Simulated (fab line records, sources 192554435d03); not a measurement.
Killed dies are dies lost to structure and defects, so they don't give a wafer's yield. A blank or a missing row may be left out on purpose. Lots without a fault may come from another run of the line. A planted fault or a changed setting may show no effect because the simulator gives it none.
Which tool did it? | flow n5_finfet | 10 lots, 30 wafers sampled, at 5 steps of a route of 1938

WHAT THE GAUGES READ, wafer by wafer
The record holds no reading of a measuring or inspecting step that can be judged against a usual standard deviation.

WHICH TOOL RAN EACH LOT (tool, then ch and the chambers of the sampled wafers, then the start)
lot  | N5_BEOL_M12_ETCH_67                | N5_BEOL_M12_DEGAS_41         | N5_BEOL_M12_SPUTTER_44       | N5_BEOL_M12_SPUTTER_45       | N5_BEOL_M12_CMP_49
L951 | rie_diel-05 ch 1,2,3, day 10 14:50 | pvd_sputter-02, day 10 17:48 | pvd_sputter-02, day 10 17:58 | pvd_sputter-02, day 10 18:02 | cmp-01 ch 1,2,3, day 10 18:36
L953 | rie_diel-05 ch 2,3, day 11 19:29   | pvd_sputter-03, day 11 22:35 | pvd_sputter-03, day 11 22:45 | pvd_sputter-03, day 11 22:50 | cmp-03 ch 1,3, day 11 23:23
L955 | rie_diel-06 ch 1,3, day 11 22:17   | pvd_sputter-02, day 12 01:11 | pvd_sputter-02, day 12 01:20 | pvd_sputter-02, day 12 01:25 | cmp-02 ch 0,1,2, day 12 02:03
L954 | rie_diel-06 ch 1,3, day 11 22:50   | pvd_sputter-01, day 12 01:11 | pvd_sputter-01, day 12 01:21 | pvd_sputter-01, day 12 01:26 | cmp-01 ch 0,1,2, day 12 02:15
L958 | rie_diel-06 ch 0,3, day 12 12:21   | pvd_sputter-02, day 12 16:32 | pvd_sputter-02, day 12 16:41 | pvd_sputter-02, day 12 16:46 | cmp-03 ch 0,2,3, day 12 17:31
L959 | rie_diel-06 ch 0,1,2, day 12 14:06 | pvd_sputter-02, day 12 17:07 | pvd_sputter-02, day 12 17:16 | pvd_sputter-02, day 12 17:21 | cmp-02 ch 0,1,3, day 12 18:17
L963 | rie_diel-06 ch 1,2,3, day 13 20:17 | pvd_sputter-03, day 13 21:37 | pvd_sputter-03, day 13 21:46 | pvd_sputter-03, day 13 21:51 | cmp-01 ch 0,1,2, day 13 22:37
L962 | rie_diel-06 ch 0,2,3, day 14 00:28 | pvd_sputter-03, day 14 01:45 | pvd_sputter-03, day 14 01:55 | pvd_sputter-03, day 14 01:59 | cmp-03 ch 0,2,3, day 14 02:33
L969 | rie_diel-06 ch 0,1,3, day 15 06:24 | pvd_sputter-03, day 15 07:55 | pvd_sputter-03, day 15 08:05 | pvd_sputter-03, day 15 08:10 | cmp-01 ch 1,2,3, day 15 08:43
L968 | rie_diel-06 ch 1,2, day 15 08:40   | pvd_sputter-03, day 15 10:31 | pvd_sputter-03, day 15 10:41 | pvd_sputter-03, day 15 10:46 | cmp-03 ch 0,1,3, day 15 11:19
- N5_BEOL_M12_ETCH_67: etches SiARC in CF4, target depth 143 nm, time 238.3 s.
- N5_BEOL_M12_DEGAS_41: time 60 s.
- N5_BEOL_M12_SPUTTER_44: material Ta, target thk 10 nm, time 16.13 s.
- N5_BEOL_M12_SPUTTER_45: material Cu, target thk 80 nm, time 13.33 s.
- N5_BEOL_M12_CMP_49: polishes, stops on SiOC, t overpolish 20.6 s, target thk 320 nm.

WHAT THE TOOLS THEMSELVES READ (means of the sampled wafers that have a number; where no wafer has one, the mark that the record gives instead)
N5_BEOL_M12_ETCH_67. Usual: bias_w 36.02 W, standard deviation 0.11; drypump_motor_current_A 5.6 A, standard deviation 0.58; etch_rf_on_time_s 240 s, standard deviation 3.5; oes_product_au 0.67 a.u., standard deviation 0.077; rf_vpp_V 184.3 V, standard deviation 1.1; showerhead_plenum_p_Torr 2.15 Torr, standard deviation 0.054; throttle_valve_pct 15.65 %, standard deviation 0.22.
lot  | tool        | bias_w (W) | drypump_motor_current_A (A) | etch_rf_on_time_s (s) | oes_product_au (a.u.) | rf_vpp_V (V) | showerhead_plenum_p_Torr (Torr) | throttle_valve_pct (%) | flag
L951 | rie_diel-05 | 36.00      | 5.5                         | 243                   | 0.64                  | 185.1        | 2.23                            | 15.70                  |
L953 | rie_diel-05 | 36.02      | 5.3                         | 243                   | 0.61                  | 185.3        | 2.21                            | 15.77                  |
L955 | rie_diel-06 | 36.12      | 5.5                         | 238                   | 0.61                  | 184.4        | 2.13                            | 15.81                  |
L954 | rie_diel-06 | 36.00      | 5.6                         | 239                   | 0.61                  | 183.8        | 2.13                            | 15.82                  |
L958 | rie_diel-06 | 35.95      | 5.5                         | 237                   | 0.63                  | 184.0        | 2.12                            | 15.85                  |
L959 | rie_diel-06 | 36.01      | 5.6                         | 240                   | 0.71                  | 183.3        | 2.14                            | 15.56                  |
L963 | rie_diel-06 | 35.97      | 5.9                         | 245                   | 0.66                  | 184.3        | 2.15                            | 15.67                  |
L962 | rie_diel-06 | 36.07      | 5.8                         | 241                   | 0.68                  | 183.2        | 2.13                            | 15.71                  |
L969 | rie_diel-06 | 35.99      | 5.3                         | 239                   | 0.62                  | 183.7        | 2.11                            | 15.79                  |
L968 | rie_diel-06 | 36.05      | 6.1                         | 244                   | 0.71                  | 183.1        | 2.16                            | 15.53                  |

N5_BEOL_M12_DEGAS_41. Usual: heater_power_w 342 W, standard deviation 25.
lot  | tool           | heater_power_w (W) | flag
L951 | pvd_sputter-02 | 347                |
L953 | pvd_sputter-03 | 295                |
L955 | pvd_sputter-02 | 344                |
L954 | pvd_sputter-01 | 312                |
L958 | pvd_sputter-02 | 351                |
L959 | pvd_sputter-02 | 353                |
L963 | pvd_sputter-03 | 332                |
L962 | pvd_sputter-03 | 314                |
L969 | pvd_sputter-03 | 334                |
L968 | pvd_sputter-03 | 334                |

N5_BEOL_M12_SPUTTER_44. Usual: cathode_dc_power_W 15000 W, standard deviation 2.6; throttle_valve_pct 30.3 %, standard deviation 1.1.
lot  | tool           | cathode_dc_power_W (W) | throttle_valve_pct (%) | flag
L951 | pvd_sputter-02 | 15000                  | 30.9                   |
L953 | pvd_sputter-03 | 14999                  | 28.7                   |
L955 | pvd_sputter-02 | 15002                  | 31.0                   |
L954 | pvd_sputter-01 | 14999                  | 31.3                   |
L958 | pvd_sputter-02 | 14999                  | 31.0                   |
L959 | pvd_sputter-02 | 14999                  | 30.8                   |
L963 | pvd_sputter-03 | 14998                  | 29.3                   |
L962 | pvd_sputter-03 | 15002                  | 29.4                   |
L969 | pvd_sputter-03 | 12366                  | 29.3                   | OFF
L968 | pvd_sputter-03 | 12367                  | 28.5                   | OFF

N5_BEOL_M12_SPUTTER_45. Usual: cathode_dc_power_W 26000 W, standard deviation 4.9; throttle_valve_pct 30.3 %, standard deviation 1.1.
lot  | tool           | cathode_dc_power_W (W) | throttle_valve_pct (%) | flag
L951 | pvd_sputter-02 | 26001                  | 31.0                   |
L953 | pvd_sputter-03 | 26002                  | 28.7                   |
L955 | pvd_sputter-02 | 26002                  | 30.9                   |
L954 | pvd_sputter-01 | 25998                  | 31.4                   |
L958 | pvd_sputter-02 | 26001                  | 30.8                   |
L959 | pvd_sputter-02 | 26002                  | 30.7                   |
L963 | pvd_sputter-03 | 25998                  | 29.3                   |
L962 | pvd_sputter-03 | 26004                  | 29.5                   |
L969 | pvd_sputter-03 | 26001                  | 29.3                   |
L968 | pvd_sputter-03 | 26004                  | 28.4                   |

N5_BEOL_M12_CMP_49. Usual: barrier_field_endpoint_s 30.3 s, standard deviation 0.71; motor_current_A 6.1 A, standard deviation 0.56.
lot  | tool   | barrier_field_endpoint_s (s) | motor_current_A (A) | flag
L951 | cmp-01 | 30.0                         | 6.4                 |
L953 | cmp-03 | 30.7                         | 5.6                 |
L955 | cmp-02 | 30.7                         | 5.8                 |
L954 | cmp-01 | 30.5                         | 6.6                 |
L958 | cmp-03 | 30.0                         | 5.9                 |
L959 | cmp-02 | 29.7                         | 6.0                 |
L963 | cmp-01 | 29.8                         | 6.6                 |
L962 | cmp-03 | 29.6                         | 6.2                 |
L969 | cmp-01 | 28.3                         | 6.2                 |
L968 | cmp-03 | 27.9                         | 6.1                 | OFF

THE ANSWER, worked out from the rows above alone
Rule: a lot is off if the mean of its wafers that have a number lies more than 3 standard deviations from the usual mean. A lot without any number at a reading at which 4 lots or more have one is off too. The other lots that the step has rows for count as sound. The gauges are gone through in route order, then the tools' own readings, and for those a lot's mean is taken as printed above. The first step at which some lot is off is used, and at that step the reading that is off furthest; a lot without a number counts as furthest.
Off: L969, L968, at N5_BEOL_M12_SPUTTER_44 (cathode_dc_power_W).
A tool fits if, at that step or a process step before it, it ran every lot that is off, and no sound lot after the first of them. Can't be told from this: 2 tools fit, rie_diel-06 at N5_BEOL_M12_ETCH_67, pvd_sputter-03 at N5_BEOL_M12_DEGAS_41 and N5_BEOL_M12_SPUTTER_44.

WHAT THE SIMULATOR HAD PUT IN
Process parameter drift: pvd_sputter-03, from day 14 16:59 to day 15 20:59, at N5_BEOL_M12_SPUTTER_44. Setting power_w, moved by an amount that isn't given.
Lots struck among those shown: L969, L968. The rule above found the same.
